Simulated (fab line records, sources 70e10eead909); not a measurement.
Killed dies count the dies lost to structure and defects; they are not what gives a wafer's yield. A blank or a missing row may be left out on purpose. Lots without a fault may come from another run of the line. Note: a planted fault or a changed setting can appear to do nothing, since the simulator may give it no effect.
Matching of chambers | flow nand harc | NHARC_THIN_TSV_ETCH_44 on rie diel-11: 4 sister chambers
The step etches the open film in CF4/O2, target depth 1594.2 nm, time 797.1 s. 4 wafers are shown with their chamber, then 7 later ones without.

== EACH WAFER AND ITS CHAMBER ==
wafer  | chamber | rf vpp V (V)
L947.1 | 1       | 801
L948.3 | 0       | 792
L949.1 | 3       | 787
L949.2 | 2       | 792

== WAFERS MISSING THEIR CHAMBER ==
wafer  | rf vpp V (V)
L949.5 | 801
L951.1 | 800
L951.4 | 793
L951.6 | 793
L957.1 | 793
L957.2 | 791
L957.3 | 789

== CHAMBER TAKEN BY EACH ==
wafer  | from the rows above          | in truth
L949.5 | 1                            | 1
L951.1 | 1                            | 1
L951.4 | can't be placed: 0 or 2      | 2
L951.6 | can't be placed: 0 or 2      | 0
L957.1 | can't be placed: 0 or 2      | 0
L957.2 | can't be placed: 0 or 2      | 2
L957.3 | can't be placed: 3 or 0 or 2 | 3
Correctly placed: 2 of 7. These rows do not allow placing 5 (true chamber among the candidates in 5). Placed wrongly: 0.
How it was worked out, from the rows above alone: a wafer's distance from a chamber is the root of the sum, over the readings, of the square of ((its reading less the chamber's mean) divided by the reading's scatter). The wafer belongs to the nearest chamber; if the next one is less than 2 further off, it can't be placed. The mean given for a chamber averages the wafers shown for that chamber. The scatter: root of mean squared gap, hidden wafer to nearest shown wafer, with one shown wafer a chamber.
